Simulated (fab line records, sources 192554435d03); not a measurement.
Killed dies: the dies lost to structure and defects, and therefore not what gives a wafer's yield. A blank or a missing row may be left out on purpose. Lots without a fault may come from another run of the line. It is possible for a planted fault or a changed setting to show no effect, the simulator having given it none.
Which tool did it? | flow n5_finfet | 26 wafers from 9 lots sampled at 6 of the route's 1938 steps

## WHAT EACH GAUGE READ, for each wafer
N5_HKMG_FIN_CD_MEAS_49: the cd target is 202 nm. Usual: cd_nm 202.2 nm, standard deviation 0.71.
lot  | measured    | on        | cd_nm (nm)        | flag
L890 | day 3 23:52 | cd_sem-02 | 201.2 201.9 201.1 |
L897 | day 5 22:17 | cd_sem-02 | 202.5 202.4 202.7 |
L898 | day 6 04:46 | cd_sem-03 | 202.8 202.9 202.3 |
L900 | day 6 14:09 | cd_sem-03 | 203.8 203.4       |
L901 | day 6 21:37 | cd_sem-02 | 202.2 201.8 202.5 |
L903 | day 7 08:11 | cd_sem-01 | 203.4 203.6 203.5 |
L904 | day 7 12:52 | cd_sem-01 | 199.8 199.0 201.9 |
L906 | day 8 00:05 | cd_sem-01 | 201.7 201.5 202.4 |
L912 | day 9 11:05 | cd_sem-01 | 202.0 201.6 201.0 |

N5_BEOL_M4_RC_MEAS_101. Usual: DIBL_N 36.3 mV/V, standard deviation 1.6; DIBL_P 36.4 mV/V, standard deviation 2.1; IOFF_N 0.16 nA/um, standard deviation 0.032; IOFF_P 0.22 nA/um, standard deviation 0.044; ION_N 675 uA/um, standard deviation 12; ION_P 463 uA/um, standard deviation 8.3; SS_N 71.6 mV/dec, standard deviation 0.64; SS_P 73.3 mV/dec, standard deviation 0.67; VT_N 250 mV, standard deviation 3.3; VT_P -250 mV, standard deviation 3.7.
lot  | measured     | on        | DIBL_N (mV/V)  | DIBL_P (mV/V)  | IOFF_N (nA/um) | IOFF_P (nA/um) | ION_N (uA/um) | ION_P (uA/um) | SS_N (mV/dec)  | SS_P (mV/dec)  | VT_N (mV)   | VT_P (mV)      | flag
L890 | day 10 05:23 | prober-01 | 33.9 35.8 33.8 | 34.4 36.6 33.3 | 0.12 0.16 0.12 | 0.18 0.21 0.17 | 664 683 663   | 454 466 460   | 70.7 71.1 71.6 | 72.0 72.7 72.3 | 254 250 252 | -252 -253 -254 |
L897 | day 11 12:28 | prober-01 | 36.8 36.9 37.2 | 38.9 38.7 40.1 | 0.19 0.19 0.20 | 0.26 0.26 0.29 | 690 682 697   | 472 471 486   | 71.3 71.8 71.9 | 74.1 73.6 74.9 | 249 249 247 | -248 -248 -245 |
L898 | day 11 14:42 | prober-01 | 38.7 38.2 37.8 | 39.0 39.1 37.9 | 0.20 0.18 0.18 | 0.32 0.32 0.31 | 664 683 686   | 472 477 484   | 73.3 71.7 72.3 | 73.9 73.5 73.8 | 248 249 247 | -242 -244 -240 |
L900 | day 12 20:27 | prober-01 | 37.5 38.0      | 36.6 38.8      | 0.17 0.20      | 0.23 0.28      | 674 689       | 463 475       | 71.9 71.8      | 73.4 73.5      | 247 246     | -249 -247      |
L901 | day 12 23:00 | prober-02 | 33.7 38.6 35.6 | 32.9 38.7 35.8 | 0.13 0.22 0.17 | 0.20 0.29 0.26 | 674 694 696   | 469 472 479   | 71.2 72.7 71.5 | 71.8 74.4 73.3 | 250 243 249 | -247 -245 -244 |
L903 | day 13 03:26 | prober-01 | 33.4 35.7 36.9 | 34.7 36.9 39.4 | 0.13 0.16 0.19 | 0.18 0.22 0.26 | 657 672 668   | 454 461 463   | 71.0 71.3 72.0 | 72.7 73.6 74.2 | 252 250 247 | -250 -250 -248 |
L904 | day 13 12:34 | prober-02 | 35.9 38.0 36.0 | 34.6 38.2 35.5 | 0.14 0.19 0.15 | 0.19 0.24 0.20 | 661 675 661   | 454 463 457   | 72.3 71.3 71.9 | 73.2 73.5 73.4 | 251 246 251 | -250 -249 -250 |
L906 | day 13 21:56 | prober-02 | 36.4 34.7 35.0 | 36.7 33.9 33.9 | 0.16 0.13 0.14 | 0.23 0.19 0.20 | 685 669 676   | 475 460 463   | 71.0 70.9 71.5 | 73.9 72.7 72.5 | 249 251 251 | -249 -249 -248 |
L912 | day 15 18:29 | prober-02 | 35.4 34.7 40.7 | 36.1 35.6 41.8 | 0.13 0.13 0.24 | 0.16 0.16 0.26 | 665 662 697   | 456 456 463   | 71.8 71.1 73.0 | 72.6 73.2 74.2 | 254 252 245 | -253 -256 -247 |

## WHICH TOOL RAN EACH LOT (tool, then ch and the chambers of the sampled wafers, then the start)
lot  | N5_SDB_ALD_29                    | N5_HKMG_FIN_HK_ALD_01           | N5_HKMG_FIN_DEVELOP_48           | N5_HKMG_FIN_ETCH_55
L890 | ald_sin-02 ch 0,1,3, day 3 19:07 | ald_hk-01 ch 0,2,3, day 3 22:45 | litho_track-05 ch 0, day 3 23:49 | rie_diel-02 ch 1,2,3, day 4 00:17
L897 | ald_sin-02 ch 1,2,3, day 5 17:32 | ald_hk-02 ch 1,2,3, day 5 21:14 | litho_track-01 ch 0, day 5 22:14 | rie_diel-03 ch 1,2,3, day 5 22:28
L898 | ald_sin-04 ch 2,3, day 5 23:40   | ald_hk-03 ch 0,2,3, day 6 03:29 | litho_track-05 ch 0, day 6 04:43 | rie_diel-02 ch 1,2,3, day 6 04:57
L900 | ald_sin-04 ch 1,2, day 6 09:32   | ald_hk-03 ch 1,3, day 6 13:12   | litho_track-05 ch 0, day 6 14:05 | rie_diel-06 ch 2,3, day 6 14:20
L901 | ald_sin-03 ch 0,3, day 6 16:57   | ald_hk-03 ch 0,2,3, day 6 20:47 | litho_track-01 ch 0, day 6 21:33 | rie_diel-06 ch 1,2,3, day 6 21:53
L903 | ald_sin-04 ch 2,3, day 7 03:23   | ald_hk-02 ch 0,2,3, day 7 07:08 | litho_track-03 ch 0, day 7 08:08 | rie_diel-06 ch 1,2,3, day 7 08:31
L904 | ald_sin-04 ch 0,1, day 7 08:09   | ald_hk-03 ch 0,2,3, day 7 11:54 | litho_track-05 ch 0, day 7 12:48 | rie_diel-02 ch 1,2, day 7 13:02
L906 | ald_sin-04 ch 2,3, day 7 19:29   | ald_hk-03 ch 0,1,2, day 7 23:08 | litho_track-03 ch 0, day 8 00:01 | rie_diel-03 ch 1,2,3, day 8 00:16
L912 | ald_sin-04 ch 0,2, day 9 06:30   | ald_hk-03 ch 1,2,3, day 9 10:08 | litho_track-01 ch 0, day 9 11:02 | rie_diel-06 ch 0,1,3, day 9 11:16
- N5_SDB_ALD_29: deposits SiNx, target thk 30 nm, pulse time 1 s, ald cycles 600.
- N5_HKMG_FIN_HK_ALD_01: deposits HfO2, target thk 1.6 nm, pulse time 3 s, purge time 3 s.
- N5_HKMG_FIN_DEVELOP_48: develop time 30 s.
- N5_HKMG_FIN_ETCH_55: etches SOC in N2/H2, target depth 240 nm, time 300 s.

## AS READ BY THE TOOLS THEMSELVES (means over the sampled wafers that have a number; for cases with no such wafer, the mark the record gives instead)
N5_SDB_ALD_29. Usual: heater_power_w 843 W, standard deviation 76; precursor_pulse_height_rel 0.999, standard deviation 0.02.
lot  | tool       | heater_power_w (W) | precursor_pulse_height_rel | flag
L890 | ald_sin-02 | 855                | 1.001                      |
L897 | ald_sin-02 | 856                | 1.023                      |
L898 | ald_sin-04 | 855                | 0.993                      |
L900 | ald_sin-04 | 925                | 1.006                      |
L901 | ald_sin-03 | 765                | 1.004                      |
L903 | ald_sin-04 | 841                | 0.995                      |
L904 | ald_sin-04 | 862                | 1.002                      |
L906 | ald_sin-04 | 845                | 1.000                      |
L912 | ald_sin-04 | 881                | 0.987                      |

N5_HKMG_FIN_HK_ALD_01. Usual: precursor_pulse_height_rel 1.001, standard deviation 0.02.
lot  | tool      | precursor_pulse_height_rel | flag
L890 | ald_hk-01 | 1.018                      |
L897 | ald_hk-02 | 0.991                      |
L898 | ald_hk-03 | 1.010                      |
L900 | ald_hk-03 | 1.002                      |
L901 | ald_hk-03 | 1.004                      |
L903 | ald_hk-02 | 1.015                      |
L904 | ald_hk-03 | 0.992                      |
L906 | ald_hk-03 | 1.011                      |
L912 | ald_hk-03 | 0.998                      |

N5_HKMG_FIN_DEVELOP_48. Usual: chill_plate_temp_C 22.99 C, standard deviation 0.11; developer_temp_C 22.99 C, standard deviation 0.095; exhaust_pa 44.9 Pa, standard deviation 0.86; resist_line_temp_C 22.99 C, standard deviation 0.13.
lot  | tool           | chill_plate_temp_C (C) | developer_temp_C (C) | exhaust_pa (Pa) | resist_line_temp_C (C) | flag
L890 | litho_track-05 | 22.98                  | 23.02                | 43.9            | 22.84                  |
L897 | litho_track-01 | 23.13                  | 23.05                | 44.6            | 23.00                  |
L898 | litho_track-05 | 23.02                  | 23.05                | 45.2            | 22.94                  |
L900 | litho_track-05 | 23.19                  | 23.02                | 45.0            | 22.96                  |
L901 | litho_track-01 | 22.80                  | 22.99                | 45.0            | 23.05                  |
L903 | litho_track-03 | 22.96                  | 23.03                | 45.0            | 22.94                  |
L904 | litho_track-05 | 22.95                  | 22.90                | 44.9            | 22.88                  |
L906 | litho_track-03 | 23.06                  | 22.95                | 44.7            | 22.89                  |
L912 | litho_track-01 | 22.85                  | 22.94                | 44.4            | 23.28                  |

N5_HKMG_FIN_ETCH_55. Usual: drypump_motor_current_A 5.8 A, standard deviation 0.5; oes_product_au 0.74 a.u., standard deviation 0.067; rf_vpp_V 523.7 V, standard deviation 2.7; showerhead_plenum_p_Torr 2.53 Torr, standard deviation 0.096; throttle_valve_pct 17.87 %, standard deviation 0.3.
lot  | tool        | drypump_motor_current_A (A) | oes_product_au (a.u.) | rf_vpp_V (V) | showerhead_plenum_p_Torr (Torr) | throttle_valve_pct (%) | flag
L890 | rie_diel-02 | 5.7                         | 0.75                  | 522.8        | 2.50                            | 17.84                  |
L897 | rie_diel-03 | 5.9                         | 0.75                  | 522.4        | 2.50                            | 17.95                  |
L898 | rie_diel-02 | 5.7                         | 0.72                  | 522.3        | 2.49                            | 17.88                  |
L900 | rie_diel-06 | 6.5                         | 0.70                  | 525.9        | 2.63                            | 17.95                  |
L901 | rie_diel-06 | 6.1                         | 0.70                  | 525.7        | 2.63                            | 17.88                  |
L903 | rie_diel-06 | 6.0                         | 0.70                  | 525.2        | 2.63                            | 17.88                  |
L904 | rie_diel-02 | 5.4                         | 0.71                  | 522.8        | 2.52                            | 18.12                  |
L906 | rie_diel-03 | 5.9                         | 0.73                  | 523.2        | 2.49                            | 17.99                  |
L912 | rie_diel-06 | 6.0                         | 0.70                  | 526.1        | 2.62                            | 17.91                  |

## THE ANSWER, worked out from the rows above alone
Rule: a lot counts as off when the mean over its wafers that have a number is more than 3 standard deviations away from the usual mean. A lot without any number at a reading at which 4 lots or more have one is off too. Any other lot the step has rows for is counted as sound. First the gauges in route order, then the tools' own readings, where a lot's mean is used as printed above. The first step at which some lot is off is used, and at that step the reading that is off furthest; a lot without a number counts as furthest.
No lot is off at any reading shown: from this, nothing can be told.

## WHAT WAS PUT IN BY THE SIMULATOR
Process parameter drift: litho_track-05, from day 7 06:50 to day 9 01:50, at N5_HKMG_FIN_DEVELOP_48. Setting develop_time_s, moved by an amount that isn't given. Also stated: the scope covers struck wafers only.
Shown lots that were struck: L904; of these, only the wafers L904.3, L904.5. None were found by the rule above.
